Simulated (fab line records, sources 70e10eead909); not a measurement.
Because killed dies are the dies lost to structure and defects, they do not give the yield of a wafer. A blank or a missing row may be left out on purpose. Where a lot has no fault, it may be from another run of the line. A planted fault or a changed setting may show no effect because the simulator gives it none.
A sampling plan put to the test | flow nand-harc | 30 faults told of in these records, all on one fab line, each judged by the records of the lots it struck
The plan consists of the line's own looks: route steps at which the wafer is read by a gauge or an inspection but not changed. A look can be judged if struck wafers have a number there and the file gives its usual mean and standard deviation on fault-free wafers. Caught: the struck wafers' mean, at a look after the fault's first step, is 4 or more of those standard deviations (sigma) away from the usual mean. On the tool: the identical test, applied to the tool's own readings at the steps of the fault. If the struck wafers alone have a blank record, or they carry another recipe, that too counts as caught.

THE FAULTS, as the simulator had put them in
1. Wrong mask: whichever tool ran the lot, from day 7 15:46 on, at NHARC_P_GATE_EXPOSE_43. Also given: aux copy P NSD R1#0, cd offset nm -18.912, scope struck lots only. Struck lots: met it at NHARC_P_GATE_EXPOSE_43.
2. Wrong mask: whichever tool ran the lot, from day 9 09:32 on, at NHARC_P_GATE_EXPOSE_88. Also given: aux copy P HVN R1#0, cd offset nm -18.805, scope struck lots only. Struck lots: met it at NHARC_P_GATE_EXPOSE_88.
3. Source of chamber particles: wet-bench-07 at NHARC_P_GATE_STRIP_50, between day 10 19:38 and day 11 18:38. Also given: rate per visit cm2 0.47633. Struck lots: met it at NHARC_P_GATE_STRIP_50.
4. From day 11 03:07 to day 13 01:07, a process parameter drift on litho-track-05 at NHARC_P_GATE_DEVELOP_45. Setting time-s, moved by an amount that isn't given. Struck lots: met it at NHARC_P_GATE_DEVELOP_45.
5. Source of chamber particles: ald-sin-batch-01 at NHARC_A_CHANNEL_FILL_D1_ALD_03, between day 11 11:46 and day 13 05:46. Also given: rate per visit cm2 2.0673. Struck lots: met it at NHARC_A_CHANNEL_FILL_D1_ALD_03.
6. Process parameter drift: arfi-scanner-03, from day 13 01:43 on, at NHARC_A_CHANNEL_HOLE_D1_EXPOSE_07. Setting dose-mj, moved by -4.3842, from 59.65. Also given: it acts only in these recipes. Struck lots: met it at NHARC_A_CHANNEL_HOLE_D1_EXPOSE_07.
7. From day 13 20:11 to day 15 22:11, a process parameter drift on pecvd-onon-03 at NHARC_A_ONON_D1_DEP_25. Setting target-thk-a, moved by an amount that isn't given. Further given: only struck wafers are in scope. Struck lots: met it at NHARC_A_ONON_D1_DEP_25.
8. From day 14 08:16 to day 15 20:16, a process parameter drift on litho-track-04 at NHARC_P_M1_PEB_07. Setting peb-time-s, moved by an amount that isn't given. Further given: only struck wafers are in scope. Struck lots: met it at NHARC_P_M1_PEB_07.
9. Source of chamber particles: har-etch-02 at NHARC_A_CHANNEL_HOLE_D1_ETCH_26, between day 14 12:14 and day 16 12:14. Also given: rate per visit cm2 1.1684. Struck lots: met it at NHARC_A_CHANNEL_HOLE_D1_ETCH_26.
10. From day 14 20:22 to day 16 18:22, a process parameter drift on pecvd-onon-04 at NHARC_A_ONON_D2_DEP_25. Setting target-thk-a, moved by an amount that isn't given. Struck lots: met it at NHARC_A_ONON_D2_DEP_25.
11. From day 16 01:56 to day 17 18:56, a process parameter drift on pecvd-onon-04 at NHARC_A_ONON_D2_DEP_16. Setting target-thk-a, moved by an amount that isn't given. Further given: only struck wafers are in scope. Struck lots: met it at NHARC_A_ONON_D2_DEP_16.
12. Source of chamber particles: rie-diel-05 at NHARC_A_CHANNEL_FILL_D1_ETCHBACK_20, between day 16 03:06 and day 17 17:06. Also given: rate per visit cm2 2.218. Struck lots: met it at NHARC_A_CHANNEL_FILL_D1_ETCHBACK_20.
13. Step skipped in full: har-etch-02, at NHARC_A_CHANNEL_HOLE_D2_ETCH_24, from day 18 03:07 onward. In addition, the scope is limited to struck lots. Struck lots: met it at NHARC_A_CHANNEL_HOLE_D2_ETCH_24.
14. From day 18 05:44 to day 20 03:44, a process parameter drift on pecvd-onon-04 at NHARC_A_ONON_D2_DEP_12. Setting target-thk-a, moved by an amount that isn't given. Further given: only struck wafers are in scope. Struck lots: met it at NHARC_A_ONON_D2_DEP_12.
15. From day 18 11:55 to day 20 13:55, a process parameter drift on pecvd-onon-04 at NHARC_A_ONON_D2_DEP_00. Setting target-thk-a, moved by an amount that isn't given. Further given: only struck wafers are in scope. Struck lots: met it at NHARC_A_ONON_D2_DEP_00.
16. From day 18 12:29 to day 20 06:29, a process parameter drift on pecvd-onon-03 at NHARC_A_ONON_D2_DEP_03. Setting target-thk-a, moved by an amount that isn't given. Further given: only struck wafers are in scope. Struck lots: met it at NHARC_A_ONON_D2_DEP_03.
17. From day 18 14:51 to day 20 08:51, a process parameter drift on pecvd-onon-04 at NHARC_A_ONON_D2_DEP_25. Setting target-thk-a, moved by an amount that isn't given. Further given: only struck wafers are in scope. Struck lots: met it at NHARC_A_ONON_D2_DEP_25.
18. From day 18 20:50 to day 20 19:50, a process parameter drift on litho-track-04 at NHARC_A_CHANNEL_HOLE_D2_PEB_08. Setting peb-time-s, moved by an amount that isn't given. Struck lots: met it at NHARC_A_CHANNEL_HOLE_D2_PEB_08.
19. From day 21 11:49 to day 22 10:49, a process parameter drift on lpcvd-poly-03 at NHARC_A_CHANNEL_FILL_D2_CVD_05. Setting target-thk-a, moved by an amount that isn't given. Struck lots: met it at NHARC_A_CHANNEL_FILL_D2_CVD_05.
20. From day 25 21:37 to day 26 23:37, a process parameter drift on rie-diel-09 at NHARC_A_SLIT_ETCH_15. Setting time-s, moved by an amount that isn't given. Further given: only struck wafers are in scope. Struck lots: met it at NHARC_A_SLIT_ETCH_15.
21. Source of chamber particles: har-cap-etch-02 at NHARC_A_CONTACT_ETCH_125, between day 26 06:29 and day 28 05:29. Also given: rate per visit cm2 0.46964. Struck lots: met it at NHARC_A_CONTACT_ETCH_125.
22. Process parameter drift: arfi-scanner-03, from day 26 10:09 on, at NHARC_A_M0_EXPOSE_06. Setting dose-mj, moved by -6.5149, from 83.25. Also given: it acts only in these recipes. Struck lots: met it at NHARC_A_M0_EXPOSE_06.
23. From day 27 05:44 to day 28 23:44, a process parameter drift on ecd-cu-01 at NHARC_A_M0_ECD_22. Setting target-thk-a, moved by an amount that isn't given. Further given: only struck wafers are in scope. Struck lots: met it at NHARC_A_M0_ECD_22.
24. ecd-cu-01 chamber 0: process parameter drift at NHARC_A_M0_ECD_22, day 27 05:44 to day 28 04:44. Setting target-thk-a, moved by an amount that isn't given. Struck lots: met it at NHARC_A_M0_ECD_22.
25. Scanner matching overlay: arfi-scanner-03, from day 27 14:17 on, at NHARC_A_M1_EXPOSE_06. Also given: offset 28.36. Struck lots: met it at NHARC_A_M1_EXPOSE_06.
26. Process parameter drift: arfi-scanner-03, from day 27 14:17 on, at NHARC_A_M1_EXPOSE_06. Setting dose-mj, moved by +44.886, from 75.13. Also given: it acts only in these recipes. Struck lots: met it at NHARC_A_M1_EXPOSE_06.
27. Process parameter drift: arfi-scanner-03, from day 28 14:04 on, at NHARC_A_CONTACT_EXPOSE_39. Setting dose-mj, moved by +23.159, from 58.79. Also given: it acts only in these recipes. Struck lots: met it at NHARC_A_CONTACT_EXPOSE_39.
28. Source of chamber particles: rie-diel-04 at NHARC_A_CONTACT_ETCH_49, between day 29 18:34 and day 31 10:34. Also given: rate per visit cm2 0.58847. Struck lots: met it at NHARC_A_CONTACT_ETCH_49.
29. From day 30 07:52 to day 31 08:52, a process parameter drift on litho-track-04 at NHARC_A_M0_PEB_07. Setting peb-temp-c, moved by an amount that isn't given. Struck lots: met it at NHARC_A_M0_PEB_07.
30. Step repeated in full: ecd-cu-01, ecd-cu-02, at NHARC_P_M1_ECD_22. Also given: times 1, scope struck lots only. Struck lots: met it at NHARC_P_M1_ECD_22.

WHAT THE PLAN SAW
fault | on the tool itself                               | first look that catches it                      | reading, sigma                                        | median hours from its first step to that look | hours from the fault's start to the first struck lot there | judged looks passed uncaught
1     | under 2 sigma                                    | NHARC_P_GATE_CD_MEAS_46                         | cd-nm -11                                             | 0.2                                           | 6                                                          | 0
2     | under 2 sigma                                    | NHARC_P_GATE_CD_MEAS_91                         | cd-nm -8.2                                            | 0.2                                           | 4                                                          | 0
3     | no reading that can be judged                    | NHARC_P_GATE_INSPECT_68                         | raw-defect-count +4.3                                 | 5.4                                           | 8                                                          | 1
4     | no reading that can be judged                    | no look after it can be judged                  | -                                                     | -                                             | -                                                          | 0
5     | under 2 sigma                                    | NHARC_END_SORT_01                               | killed-at-array +4.7                                  | 368.1                                         | 369                                                        | 0
6     | exposure-dose-mJ-cm2 -53 sigma                   | NHARC_A_CHANNEL_HOLE_D1_CD_MEAS_10              | cd-nm -5.6                                            | 0.1                                           | 9                                                          | 0
7     | under 2 sigma                                    | NHARC_A_ONON_D1_THK_MEAS_27                     | thk-nm -7.2                                           | 0.5                                           | 15                                                         | 0
8     | under 2 sigma                                    | NHARC_P_M1_CD_MEAS_09                           | cd-nm +12                                             | 0.1                                           | 9                                                          | 0
9     | under 2 sigma                                    | NHARC_A_CHANNEL_HOLE_D1_INSPECT_40              | raw-defect-count +30                                  | 1.9                                           | 11                                                         | 0
10    | under 2 sigma                                    | NHARC_A_ONON_D2_THK_MEAS_27                     | thk-nm -11                                            | 0.5                                           | 7                                                          | 0
11    | under 2 sigma                                    | NHARC_A_ONON_D2_THK_MEAS_18                     | thk-nm +53                                            | 0.5                                           | 10                                                         | 0
12    | under 2 sigma                                    | NHARC_END_SORT_01                               | killed-at-array +4.1                                  | 370.0                                         | 388                                                        | 0
13    | the tool's record is blank for the struck wafers | NHARC_A_CHANNEL_HOLE_D2_CD_MEAS_31              | cd-nm -68                                             | 3.4                                           | 5                                                          | 0
14    | under 2 sigma                                    | NHARC_A_ONON_D2_THK_MEAS_14                     | thk-nm +61                                            | 0.5                                           | 22                                                         | 0
15    | no reading that can be judged                    | NHARC_A_ONON_D2_THK_MEAS_02                     | thk-nm -38                                            | 0.3                                           | 21                                                         | 0
16    | no reading that can be judged                    | NHARC_A_ONON_D2_THK_MEAS_05                     | thk-nm +4.3                                           | 0.5                                           | 13                                                         | 0
17    | under 2 sigma                                    | NHARC_A_ONON_D2_THK_MEAS_27                     | thk-nm -43                                            | 0.4                                           | 22                                                         | 0
18    | heater-power-total-W +37 sigma                   | NHARC_A_CHANNEL_HOLE_D2_CD_MEAS_10              | cd-nm -9.1                                            | 0.1                                           | 22                                                         | 0
19    | under 2 sigma                                    | NHARC_END_WLT_00                                | VT_DECK2_TOP +10                                      | 261.5                                         | 265                                                        | 0
20    | run-length-s -99 or beyond sigma                 | no look after it can be judged                  | -                                                     | -                                             | -                                                          | 0
21    | under 2 sigma                                    | not the one look that can be judged after it    | strongest: killed-at-array at NHARC_END_SORT_01, +2.9 | -                                             | -                                                          | 1
22    | exposure-dose-mJ-cm2 -64 sigma                   | NHARC_A_M0_CD_MEAS_09                           | cd-nm -6.2                                            | 0.1                                           | 2                                                          | 0
23    | under 2 sigma                                    | no look after it can be judged                  | -                                                     | -                                             | -                                                          | 0
24    | no reading that can be judged                    | no look after it can be judged                  | -                                                     | -                                             | -                                                          | 0
25    | no reading that can be judged                    | NHARC_A_M1_OVL_MEAS_10                          | overlay-x-nm +35                                      | 0.2                                           | 22                                                         | 0
26    | exposure-dose-mJ-cm2 +99 or beyond sigma         | NHARC_A_M1_CD_MEAS_09                           | cd-nm +45                                             | 0.1                                           | 22                                                         | 0
27    | exposure-dose-mJ-cm2 +99 or beyond sigma         | NHARC_A_CONTACT_CD_MEAS_42                      | cd-nm +28                                             | 0.1                                           | 7                                                          | 0
28    | under 2 sigma                                    | none of the 2 looks that can be judged after it | strongest: killed-at-array at NHARC_END_SORT_01, +3.0 | -                                             | -                                                          | 2
29    | plate-temp-C -13 sigma                           | NHARC_A_M0_CD_MEAS_09                           | cd-nm -10                                             | 0.1                                           | 4                                                          | 0
30    | no reading that can be judged                    | not the one look that can be judged after it    | -                                                     | -                                             | -                                                          | 1
A dash: this means the fault isn't caught or the number doesn't appear in these records.

Caught at a look: 23 of 30. Caught on the tool: 8 of 30. By one or the other: 24 of 30.
Caught on the tool alone: fault 20.
Caught at a look alone: faults 1, 2, 3, 5, 7, 8, 9, 10, 11, 12, 14, 15, 16, 17, 19, 25.
Caught by neither: faults 4, 21, 23, 24, 28, 30.

THINNER SAMPLING
If the look that catches a fault measured only every second or every third lot, by lot number, the first struck lot would be measured this late in the worst case:
fault | struck lots at that look, in order of time | every lot | every second lot | every third lot
1     | L497                                       | 6 h       | may miss it      | may miss it
2     | L930                                       | 4 h       | may miss it      | may miss it
3     | L674, L676                                 | 8 h       | may miss all 2   | may miss all 2
5     | L857, L859                                 | 369 h     | may miss all 2   | may miss all 2
6     | L608, L609, L611, L613                     | 9 h       | 21 h             | 63 h
7     | L143, L146                                 | 15 h      | 46 h             | may miss all 2
8     | L365, L366                                 | 9 h       | 9 h              | may miss all 2
9     | L637, L641                                 | 11 h      | may miss all 2   | may miss all 2
10    | L931, L934                                 | 7 h       | 41 h             | may miss all 2
11    | L892, L895                                 | 10 h      | 38 h             | may miss all 2
12    | L174, L173, L172                           | 388 h     | 397 h            | 404 h
13    | L296, L297, L299                           | 5 h       | 21 h             | may miss all 3
14    | L193, L195, L196                           | 22 h      | 36 h             | may miss all 3
15    | L435, L437                                 | 21 h      | may miss all 2   | may miss all 2
16    | L636, L641                                 | 13 h      | 35 h             | may miss all 2
17    | L320, L321, L322                           | 22 h      | 30 h             | 37 h
18    | L956, L957                                 | 22 h      | 28 h             | may miss all 2
19    | L341, L340                                 | 265 h     | 272 h            | may miss all 2
22    | L653, L655, L657                           | 2 h       | may miss all 3   | 46 h
25    | L452, L453, L457                           | 22 h      | 66 h             | 74 h
26    | L368, L369                                 | 22 h      | 66 h             | may miss all 2
27    | L311, L315                                 | 7 h       | may miss all 2   | may miss all 2
29    | L122, L121                                 | 4 h       | 8 h              | may miss all 2
Hours count from the start of the fault until the first struck lot that is measured. 4 sigma limit: tested on the pooled struck wafers, so a lone lot may be under it. Other struck lots may not be in these records.

THE LONGEST TIMED WAY FROM STEP TO LOOK
Fault 12: a median of 370.0 hours passes between NHARC_A_CHANNEL_FILL_D1_ETCHBACK_20 and NHARC_END_SORT_01. No look between them can be judged.
